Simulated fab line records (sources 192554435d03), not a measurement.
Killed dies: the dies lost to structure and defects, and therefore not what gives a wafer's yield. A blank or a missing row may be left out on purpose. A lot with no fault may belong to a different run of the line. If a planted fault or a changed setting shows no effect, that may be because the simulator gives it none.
The tool behind it: which one? || flow n5Finfet || 10 lots, 29 wafers sampled, at 5 steps of a route of 1938

## WHAT EACH GAUGE READ, for each wafer
N5_BEOL_M4_RC_MEAS_101. Usual: DIBL_N 35.8 mV/V, standard deviation 1.6; DIBL_P 35.6 mV/V, standard deviation 2; IOFF_N 0.15 nA/um, standard deviation 0.031; IOFF_P 0.20 nA/um, standard deviation 0.033; ION_N 668 uA/um, standard deviation 12; ION_P 459 uA/um, standard deviation 6.8; SS_N 71.4 mV/dec, standard deviation 0.53; SS_P 73.1 mV/dec, standard deviation 0.63; VT_N 250 mV, standard deviation 3.5; VT_P -251 mV, standard deviation 3.
{"lot": "L167", "measured": "day 14 04:38", "on": "prober-01", "DIBL_N (mV/V)": "33.3 34.9 34.7", "DIBL_P (mV/V)": "32.8 34.0 33.7", "IOFF_N (nA/um)": "0.11 0.13 0.12", "IOFF_P (nA/um)": "0.16 0.17 0.18", "ION_N (uA/um)": "662 662 667", "ION_P (uA/um)": "455 452 458", "SS_N (mV/dec)": "71.1 71.9 71.4", "SS_P (mV/dec)": "72.4 72.8 73.2", "VT_N (mV)": "254 253 253", "VT_P (mV)": "-253 -253 -254", "flag": ""}
{"lot": "L166", "measured": "day 14 20:15", "on": "prober-02", "DIBL_N (mV/V)": "35.0 37.2 33.3", "DIBL_P (mV/V)": "34.9 37.6 33.1", "IOFF_N (nA/um)": "0.13 0.18 0.12", "IOFF_P (nA/um)": "0.16 0.21 0.15", "ION_N (uA/um)": "664 681 653", "ION_P (uA/um)": "447 462 454", "SS_N (mV/dec)": "71.4 71.7 71.0", "SS_P (mV/dec)": "72.5 73.3 72.2", "VT_N (mV)": "252 248 254", "VT_P (mV)": "-256 -254 -256", "flag": ""}
{"lot": "L173", "measured": "day 14 20:29", "on": "prober-01", "DIBL_N (mV/V)": "34.4 33.6 34.4", "DIBL_P (mV/V)": "34.3 33.3 34.1", "IOFF_N (nA/um)": "0.13 0.11 0.13", "IOFF_P (nA/um)": "0.19 0.17 0.18", "ION_N (uA/um)": "660 649 650", "ION_P (uA/um)": "462 458 454", "SS_N (mV/dec)": "70.7 70.8 70.7", "SS_P (mV/dec)": "73.0 72.6 72.7", "VT_N (mV)": "252 255 252", "VT_P (mV)": "-249 -253 -253", "flag": ""}
{"lot": "L171", "measured": "day 17 06:56", "on": "prober-01", "DIBL_N (mV/V)": "36.9 35.9 35.8", "DIBL_P (mV/V)": "37.6 36.5 36.0", "IOFF_N (nA/um)": "0.16 0.14 0.15", "IOFF_P (nA/um)": "0.21 0.19 0.19", "ION_N (uA/um)": "680 666 677", "ION_P (uA/um)": "470 454 464", "SS_N (mV/dec)": "71.3 71.4 71.4", "SS_P (mV/dec)": "73.9 73.9 73.5", "VT_N (mV)": "251 252 252", "VT_P (mV)": "-251 -253 -252", "flag": ""}
{"lot": "L176", "measured": "day 17 15:24", "on": "prober-02", "DIBL_N (mV/V)": "32.8 33.6 33.8", "DIBL_P (mV/V)": "34.8 34.3 34.6", "IOFF_N (nA/um)": "0.14 0.14 0.15", "IOFF_P (nA/um)": "0.19 0.19 0.19", "ION_N (uA/um)": "667 663 670", "ION_P (uA/um)": "465 459 458", "SS_N (mV/dec)": "71.3 71.6 70.6", "SS_P (mV/dec)": "72.9 72.9 73.2", "VT_N (mV)": "251 252 249", "VT_P (mV)": "-252 -251 -252", "flag": ""}
{"lot": "L180", "measured": "day 17 15:31", "on": "prober-01", "DIBL_N (mV/V)": "37.4 37.3 37.7", "DIBL_P (mV/V)": "38.2 37.3 38.8", "IOFF_N (nA/um)": "0.19 0.18 0.20", "IOFF_P (nA/um)": "0.24 0.22 0.25", "ION_N (uA/um)": "678 671 686", "ION_P (uA/um)": "453 457 466", "SS_N (mV/dec)": "71.8 71.7 72.4", "SS_P (mV/dec)": "73.9 74.1 74.2", "VT_N (mV)": "245 247 246", "VT_P (mV)": "-246 -250 -248", "flag": ""}
{"lot": "L182", "measured": "day 19 02:34", "on": "prober-01", "DIBL_N (mV/V)": "35.2 38.3 33.9", "DIBL_P (mV/V)": "35.3 38.7 33.4", "IOFF_N (nA/um)": "0.14 0.21 0.12", "IOFF_P (nA/um)": "0.20 0.26 0.17", "ION_N (uA/um)": "668 685 672", "ION_P (uA/um)": "455 470 462", "SS_N (mV/dec)": "71.3 71.5 70.7", "SS_P (mV/dec)": "72.8 73.5 72.6", "VT_N (mV)": "252 246 252", "VT_P (mV)": "-250 -245 -253", "flag": ""}
{"lot": "L181", "measured": "day 19 03:45", "on": "prober-02", "DIBL_N (mV/V)": "34.3 36.0 39.0", "DIBL_P (mV/V)": "35.4 37.6 40.7", "IOFF_N (nA/um)": "0.14 0.17 0.25", "IOFF_P (nA/um)": "0.18 0.20 0.27", "ION_N (uA/um)": "674 679 691", "ION_P (uA/um)": "463 462 467", "SS_N (mV/dec)": "70.5 71.3 72.0", "SS_P (mV/dec)": "72.9 73.1 73.1", "VT_N (mV)": "250 246 243", "VT_P (mV)": "-254 -251 -249", "flag": ""}
{"lot": "L185", "measured": "day 20 05:26", "on": "prober-02", "DIBL_N (mV/V)": "35.9 35.6 33.5", "DIBL_P (mV/V)": "35.3 34.6 32.1", "IOFF_N (nA/um)": "0.15 0.13 0.10", "IOFF_P (nA/um)": "0.19 0.19 0.15", "ION_N (uA/um)": "686 659 648", "ION_P (uA/um)": "472 458 450", "SS_N (mV/dec)": "71.0 71.7 71.4", "SS_P (mV/dec)": "72.7 72.8 72.0", "VT_N (mV)": "247 251 256", "VT_P (mV)": "-250 -251 -255", "flag": ""}
{"lot": "L186", "measured": "day 20 12:02", "on": "prober-01", "DIBL_N (mV/V)": "38.3 38.3", "DIBL_P (mV/V)": "39.7 39.2", "IOFF_N (nA/um)": "0.23 0.22", "IOFF_P (nA/um)": "0.28 0.27", "ION_N (uA/um)": "708 685", "ION_P (uA/um)": "480 465", "SS_N (mV/dec)": "71.9 71.4", "SS_P (mV/dec)": "73.8 74.4", "VT_N (mV)": "243 244", "VT_P (mV)": "-245 -244", "flag": ""}

## WHAT TOOL EACH LOT RAN ON (gives the tool, then ch and the chambers of the sampled wafers, and finally the start)
{"lot": "L167", "N5_BEOL_M2_SPUTTER_88": "pvdSputter-01, day 9 16:55", "N5_BEOL_M2_ANNEAL_89": "pvdSputter-01, day 9 16:59", "N5_BEOL_M2_ANNEAL_93": "pvdSputter-01, day 9 17:26", "N5_BEOL_M2_SPUTTER_94": "pvdSputter-01, day 9 17:34"}
{"lot": "L166", "N5_BEOL_M2_SPUTTER_88": "pvdSputter-02, day 11 10:35", "N5_BEOL_M2_ANNEAL_89": "pvdSputter-02, day 11 10:40", "N5_BEOL_M2_ANNEAL_93": "pvdSputter-02, day 11 11:06", "N5_BEOL_M2_SPUTTER_94": "pvdSputter-02, day 11 11:14"}
{"lot": "L173", "N5_BEOL_M2_SPUTTER_88": "pvdSputter-03, day 11 18:54", "N5_BEOL_M2_ANNEAL_89": "pvdSputter-03, day 11 18:59", "N5_BEOL_M2_ANNEAL_93": "pvdSputter-03, day 11 19:25", "N5_BEOL_M2_SPUTTER_94": "pvdSputter-03, day 11 19:34"}
{"lot": "L171", "N5_BEOL_M2_SPUTTER_88": "pvdSputter-02, day 13 09:10", "N5_BEOL_M2_ANNEAL_89": "pvdSputter-02, day 13 09:15", "N5_BEOL_M2_ANNEAL_93": "pvdSputter-02, day 13 09:41", "N5_BEOL_M2_SPUTTER_94": "pvdSputter-02, day 13 09:50"}
{"lot": "L176", "N5_BEOL_M2_SPUTTER_88": "pvdSputter-01, day 13 16:01", "N5_BEOL_M2_ANNEAL_89": "pvdSputter-01, day 13 16:06", "N5_BEOL_M2_ANNEAL_93": "pvdSputter-01, day 13 16:32", "N5_BEOL_M2_SPUTTER_94": "pvdSputter-01, day 13 16:41"}
{"lot": "L180", "N5_BEOL_M2_SPUTTER_88": "pvdSputter-01, day 14 14:19", "N5_BEOL_M2_ANNEAL_89": "pvdSputter-01, day 14 14:24", "N5_BEOL_M2_ANNEAL_93": "pvdSputter-01, day 14 14:50", "N5_BEOL_M2_SPUTTER_94": "pvdSputter-01, day 14 14:59"}
{"lot": "L182", "N5_BEOL_M2_SPUTTER_88": "pvdSputter-01, day 14 16:12", "N5_BEOL_M2_ANNEAL_89": "pvdSputter-01, day 14 16:17", "N5_BEOL_M2_ANNEAL_93": "pvdSputter-01, day 14 16:43", "N5_BEOL_M2_SPUTTER_94": "pvdSputter-01, day 14 16:52"}
{"lot": "L181", "N5_BEOL_M2_SPUTTER_88": "pvdSputter-03, day 14 18:46", "N5_BEOL_M2_ANNEAL_89": "pvdSputter-03, day 14 18:51", "N5_BEOL_M2_ANNEAL_93": "pvdSputter-03, day 14 19:17", "N5_BEOL_M2_SPUTTER_94": "pvdSputter-03, day 14 19:26"}
{"lot": "L185", "N5_BEOL_M2_SPUTTER_88": "pvdSputter-03, day 15 09:31", "N5_BEOL_M2_ANNEAL_89": "pvdSputter-03, day 15 09:35", "N5_BEOL_M2_ANNEAL_93": "pvdSputter-03, day 15 10:02", "N5_BEOL_M2_SPUTTER_94": "pvdSputter-03, day 15 10:10"}
{"lot": "L186", "N5_BEOL_M2_SPUTTER_88": "pvdSputter-03, day 15 17:16", "N5_BEOL_M2_ANNEAL_89": "pvdSputter-03, day 15 17:20", "N5_BEOL_M2_ANNEAL_93": "pvdSputter-03, day 15 17:47", "N5_BEOL_M2_SPUTTER_94": "pvdSputter-03, day 15 17:55"}
- N5_BEOL_M2_SPUTTER_88: material Cu, target thk 4.5 nm, time 8.29 s.
- N5_BEOL_M2_ANNEAL_89: time 240 s.
- N5_BEOL_M2_ANNEAL_93: time 240 s.
- N5_BEOL_M2_SPUTTER_94: material Cu, target thk 4.5 nm, time 8.29 s.

## WHAT THE TOOLS THEMSELVES READ (means of the sampled wafers that have a number; where no wafer has one, the mark that the record gives instead)
N5_BEOL_M2_SPUTTER_88. Usual: chamberPressurePa 0.06999 Pa, standard deviation 0.00014; chuckGasFlowSccm 1.27 sccm, standard deviation 0.05; susceptorTempC -19.99 C, standard deviation 0.11; throttleValvePct 29.7 %, standard deviation 1.2.
{"lot": "L167", "tool": "pvdSputter-01", "chamberPressurePa (Pa)": 0.06992, "chuckGasFlowSccm (sccm)": 1.33, "susceptorTempC (C)": -20.08, "throttleValvePct (%)": 28.1, "flag": ""}
{"lot": "L166", "tool": "pvdSputter-02", "chamberPressurePa (Pa)": 0.06999, "chuckGasFlowSccm (sccm)": 1.24, "susceptorTempC (C)": -20.06, "throttleValvePct (%)": 30.9, "flag": ""}
{"lot": "L173", "tool": "pvdSputter-03", "chamberPressurePa (Pa)": 0.07009, "chuckGasFlowSccm (sccm)": 1.25, "susceptorTempC (C)": -19.98, "throttleValvePct (%)": 30.3, "flag": ""}
{"lot": "L171", "tool": "pvdSputter-02", "chamberPressurePa (Pa)": 0.06983, "chuckGasFlowSccm (sccm)": 1.21, "susceptorTempC (C)": -20.02, "throttleValvePct (%)": 30.7, "flag": ""}
{"lot": "L176", "tool": "pvdSputter-01", "chamberPressurePa (Pa)": 0.06994, "chuckGasFlowSccm (sccm)": 1.26, "susceptorTempC (C)": -20.03, "throttleValvePct (%)": 28.5, "flag": ""}
{"lot": "L180", "tool": "pvdSputter-01", "chamberPressurePa (Pa)": "-", "chuckGasFlowSccm (sccm)": "-", "susceptorTempC (C)": "-", "throttleValvePct (%)": "-", "flag": "OFF"}
{"lot": "L182", "tool": "pvdSputter-01", "chamberPressurePa (Pa)": "-", "chuckGasFlowSccm (sccm)": "-", "susceptorTempC (C)": "-", "throttleValvePct (%)": "-", "flag": "OFF"}
{"lot": "L181", "tool": "pvdSputter-03", "chamberPressurePa (Pa)": 0.06984, "chuckGasFlowSccm (sccm)": 1.26, "susceptorTempC (C)": -20.00, "throttleValvePct (%)": 30.1, "flag": ""}
{"lot": "L185", "tool": "pvdSputter-03", "chamberPressurePa (Pa)": 0.06985, "chuckGasFlowSccm (sccm)": 1.26, "susceptorTempC (C)": -20.02, "throttleValvePct (%)": 30.2, "flag": ""}
{"lot": "L186", "tool": "pvdSputter-03", "chamberPressurePa (Pa)": 0.07009, "chuckGasFlowSccm (sccm)": 1.25, "susceptorTempC (C)": -19.89, "throttleValvePct (%)": 29.8, "flag": ""}

N5_BEOL_M2_ANNEAL_89. Usual: heaterPowerW 840 W, standard deviation 68; susceptorTempC 400.02 C, standard deviation 0.24.
{"lot": "L167", "tool": "pvdSputter-01", "heaterPowerW (W)": 902, "susceptorTempC (C)": 399.98, "flag": ""}
{"lot": "L166", "tool": "pvdSputter-02", "heaterPowerW (W)": 876, "susceptorTempC (C)": 400.20, "flag": ""}
{"lot": "L173", "tool": "pvdSputter-03", "heaterPowerW (W)": 805, "susceptorTempC (C)": 399.84, "flag": ""}
{"lot": "L171", "tool": "pvdSputter-02", "heaterPowerW (W)": 837, "susceptorTempC (C)": 400.28, "flag": ""}
{"lot": "L176", "tool": "pvdSputter-01", "heaterPowerW (W)": 776, "susceptorTempC (C)": 399.88, "flag": ""}
{"lot": "L180", "tool": "pvdSputter-01", "heaterPowerW (W)": 897, "susceptorTempC (C)": 399.96, "flag": ""}
{"lot": "L182", "tool": "pvdSputter-01", "heaterPowerW (W)": 839, "susceptorTempC (C)": 400.19, "flag": ""}
{"lot": "L181", "tool": "pvdSputter-03", "heaterPowerW (W)": 795, "susceptorTempC (C)": 400.33, "flag": ""}
{"lot": "L185", "tool": "pvdSputter-03", "heaterPowerW (W)": 820, "susceptorTempC (C)": 400.07, "flag": ""}
{"lot": "L186", "tool": "pvdSputter-03", "heaterPowerW (W)": 884, "susceptorTempC (C)": 400.12, "flag": ""}

N5_BEOL_M2_ANNEAL_93. Usual: heaterPowerW 842 W, standard deviation 69; susceptorTempC 399.97 C, standard deviation 0.24.
{"lot": "L167", "tool": "pvdSputter-01", "heaterPowerW (W)": 910, "susceptorTempC (C)": 400.17, "flag": ""}
{"lot": "L166", "tool": "pvdSputter-02", "heaterPowerW (W)": 889, "susceptorTempC (C)": 400.02, "flag": ""}
{"lot": "L173", "tool": "pvdSputter-03", "heaterPowerW (W)": 798, "susceptorTempC (C)": 399.76, "flag": ""}
{"lot": "L171", "tool": "pvdSputter-02", "heaterPowerW (W)": 833, "susceptorTempC (C)": 400.07, "flag": ""}
{"lot": "L176", "tool": "pvdSputter-01", "heaterPowerW (W)": 797, "susceptorTempC (C)": 400.21, "flag": ""}
{"lot": "L180", "tool": "pvdSputter-01", "heaterPowerW (W)": 903, "susceptorTempC (C)": 399.94, "flag": ""}
{"lot": "L182", "tool": "pvdSputter-01", "heaterPowerW (W)": 855, "susceptorTempC (C)": 400.11, "flag": ""}
{"lot": "L181", "tool": "pvdSputter-03", "heaterPowerW (W)": 811, "susceptorTempC (C)": 399.76, "flag": ""}
{"lot": "L185", "tool": "pvdSputter-03", "heaterPowerW (W)": 821, "susceptorTempC (C)": 400.08, "flag": ""}
{"lot": "L186", "tool": "pvdSputter-03", "heaterPowerW (W)": 889, "susceptorTempC (C)": 400.31, "flag": ""}

N5_BEOL_M2_SPUTTER_94. Usual: chamberPressurePa 0.07002 Pa, standard deviation 0.00012; chuckGasFlowSccm 1.27 sccm, standard deviation 0.063; susceptorTempC -20.00 C, standard deviation 0.11; throttleValvePct 29.7 %, standard deviation 1.2.
{"lot": "L167", "tool": "pvdSputter-01", "chamberPressurePa (Pa)": 0.06996, "chuckGasFlowSccm (sccm)": 1.31, "susceptorTempC (C)": -20.08, "throttleValvePct (%)": 28.2, "flag": ""}
{"lot": "L166", "tool": "pvdSputter-02", "chamberPressurePa (Pa)": 0.07005, "chuckGasFlowSccm (sccm)": 1.26, "susceptorTempC (C)": -19.92, "throttleValvePct (%)": 30.8, "flag": ""}
{"lot": "L173", "tool": "pvdSputter-03", "chamberPressurePa (Pa)": 0.07013, "chuckGasFlowSccm (sccm)": 1.26, "susceptorTempC (C)": -19.91, "throttleValvePct (%)": 30.2, "flag": ""}
{"lot": "L171", "tool": "pvdSputter-02", "chamberPressurePa (Pa)": 0.06999, "chuckGasFlowSccm (sccm)": 1.25, "susceptorTempC (C)": -19.97, "throttleValvePct (%)": 30.7, "flag": ""}
{"lot": "L176", "tool": "pvdSputter-01", "chamberPressurePa (Pa)": 0.07006, "chuckGasFlowSccm (sccm)": 1.26, "susceptorTempC (C)": -19.89, "throttleValvePct (%)": 28.6, "flag": ""}
{"lot": "L180", "tool": "pvdSputter-01", "chamberPressurePa (Pa)": 0.06999, "chuckGasFlowSccm (sccm)": 1.30, "susceptorTempC (C)": -19.98, "throttleValvePct (%)": 29.0, "flag": ""}
{"lot": "L182", "tool": "pvdSputter-01", "chamberPressurePa (Pa)": 0.07004, "chuckGasFlowSccm (sccm)": 1.26, "susceptorTempC (C)": -20.00, "throttleValvePct (%)": 27.8, "flag": ""}
{"lot": "L181", "tool": "pvdSputter-03", "chamberPressurePa (Pa)": 0.07004, "chuckGasFlowSccm (sccm)": 1.30, "susceptorTempC (C)": -20.04, "throttleValvePct (%)": 30.2, "flag": ""}
{"lot": "L185", "tool": "pvdSputter-03", "chamberPressurePa (Pa)": 0.07010, "chuckGasFlowSccm (sccm)": 1.30, "susceptorTempC (C)": -19.96, "throttleValvePct (%)": 30.3, "flag": ""}
{"lot": "L186", "tool": "pvdSputter-03", "chamberPressurePa (Pa)": 0.07000, "chuckGasFlowSccm (sccm)": 1.22, "susceptorTempC (C)": -19.84, "throttleValvePct (%)": 29.9, "flag": ""}

## THE ANSWER, worked out from the rows above alone
Rule: lot off if the mean of its wafers having a number is beyond 3 standard deviations from the usual mean. Also off: a lot with no number at a reading for which 4 or more lots have one. Where the step has rows for the other lots, those lots are counted as sound. After the gauges, taken in route order, come the tools' own readings; for these a lot's mean is taken, as printed above. The first step at which some lot is off is used, and at that step the reading that is off furthest; a lot without a number counts as furthest.
Off at N5_BEOL_M2_SPUTTER_88 (chamberPressurePa): L180, L182. Without a number there: L180, L182.
If a tool, at that step or one of the process steps before it, ran each lot that is off and ran no sound lot following the first of them, it fits. One candidate fits, namely pvdSputter-01 at N5_BEOL_M2_SPUTTER_88. Its last sound lot is L176 (day 13 16:01), its first lot that is off L180 (day 14 14:19): a fault that began between those two fits.
Blank at N5_BEOL_M2_SPUTTER_88 on the lots that are off, where sound lots have numbers: chamberPressurePa, chuckGasFlowSccm, susceptorTempC, throttleValvePct.

## WHAT THE SIMULATOR HAD PUT IN
Whole step skipped at N5_BEOL_M2_SPUTTER_88 on pvdSputter-01, starting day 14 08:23. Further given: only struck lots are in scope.
Struck lots among those shown: L180, L182. This agrees with what the rule above found.
